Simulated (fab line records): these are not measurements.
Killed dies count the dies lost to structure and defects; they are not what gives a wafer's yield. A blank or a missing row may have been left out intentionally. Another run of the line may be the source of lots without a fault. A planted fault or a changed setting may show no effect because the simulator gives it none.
Struck lot and sound lot, side by side || flow nandHarc || 13 out of 1302 route steps
Sound: these wafers, L884.1, L884.2, L884.5. Struck: wafer L877.6. (L877.1, L877.5 of the same lot were not struck and are left out.) The cause comes at the end.
Each step with rows lists, per side, the tool, then ch with its chambers, then its first start. Under that, the readings that differ: sound wafers || struck wafers || difference of the means || sigmas: that difference in standard deviations of wafers without a fault.
alike: readings with means less than 2 such deviations apart, plus words and numbers identical on both sides. not compared: withheld readings, readings lacking a value on some wafer, bounds such as >300 that could conceal the same value, and numbers that have no deviation in the record and whose values overlap.
The two part at a step that has a row with sigmas, a row that says differs or no value, or rows on one side only. Non-overlapping numbers with no deviation appear without sigmas and do not part them. A reading that every wafer of one side lacks parts them only if that side has two wafers or more.

first, 1 step without rows for these wafers: NHARC_P_CONTACT_ETCH_36 (etches the open film in N2/H2, target depth 260 nm, time 406.25 s).
NHARC_P_CONTACT_ETCH_18: etches the open film in C4F8/O2/Ar, target depth 481 nm, time 240.5 s.
  sound on rieDiel-13 ch 2,3; struck on rieDiel-08 ch 0
  alike: biasW, chamberPressureMTorr, oesProductAu, rfVppV
  not compared: rfHoursCounterH
then, 1 step without rows for these wafers: NHARC_P_CONTACT_STRIP_37 (strips in C4F8/O2/Ar).
NHARC_P_CONTACT_ETCH_31: etches the open film in CH3F/O2, target depth 30 nm, time 85.7 s.
  sound on rieDiel-13 ch 0,2,3; struck on rieDiel-08 ch 1
{"reading": "oesProductAu (a.u.)", "sound": "0.986 0.971 0.978", "struck": 0.998, "difference": "+0.020", "sigmas": "+2"}
{"reading": "rfVppV (V)", "sound": "244.3 243.2 244.7", "struck": 247.7, "difference": "+3.6", "sigmas": "+3"}
  alike: biasW, ch3fFlowSccm, chamberPressureMTorr, drypumpMotorCurrentA, showerheadPlenumPTorr, throttleValvePct
  not compared: rfHoursCounterH
NHARC_P_CONTACT_CD_MEAS_19:
  struck on cdSem-02, day 12 18:32; sound on cdSem-02, day 14 23:58
  alike: cdNm
NHARC_P_CONTACT_STRIP_28: strips in O2.
  sound on rieDiel-10 ch 1,2,3, day 15 00:02; struck on rieDiel-10 ch 1, day 12 18:39
{"reading": "rfVppV (V)", "sound": "58.8 59.7 60.0", "struck": 57.2, "difference": -2.3, "sigmas": -3}
  alike: chamberPressureMTorr, drypumpMotorCurrentA, oesProductAu, showerheadPlenumPTorr, throttleValvePct
  not compared: rfHoursCounterH
then, 4 steps without rows for these wafers: NHARC_P_CONTACT_STRIP_29 (strips in post etch residue remover, time 1200 s); NHARC_P_CONTACT_DEGAS_38 (time 60 s); NHARC_P_CONTACT_PRE_CLEAN_39 (time 19.5 s); NHARC_P_CONTACT_PVD_32 (deposits Ti, target thk 5 nm, time 17.7 s).
NHARC_P_CONTACT_ALD_22: deposits TiN, target thk 3 nm, pulse time 1 s, ald cycles 150.
  sound on aldMetal-04 ch 0,2, day 15 00:55; struck on aldMetal-01 ch 1, day 12 19:34
  alike: heaterPowerW, precursorPulseHeightRel
NHARC_P_CONTACT_CVD_23: deposits W, target thk 200 nm, time 557 s.
  sound on cvdW-02 ch 0,1; struck on cvdW-02 ch 0
  alike: heaterPowerW, mfcH2Sccm, throttleValvePct
NHARC_P_CONTACT_CMP_24: polishes, t overpolish 30 s, target thk 200 nm.
  sound on cmp-04 ch 1,2, day 15 01:45; struck on cmp-04 ch 1, day 12 20:25
{"reading": "timeToEndpointS (s)", "sound": "42.2 41.7 38.7", "struck": 19.9, "difference": -21.0, "sigmas": -10}
  alike: motorCurrentA, overpolishRunS

WHERE THEY PART
Earliest at NHARC_P_CONTACT_ETCH_31; latest, in this record, at NHARC_P_CONTACT_CMP_24.

WHY: whatever the simulator had introduced
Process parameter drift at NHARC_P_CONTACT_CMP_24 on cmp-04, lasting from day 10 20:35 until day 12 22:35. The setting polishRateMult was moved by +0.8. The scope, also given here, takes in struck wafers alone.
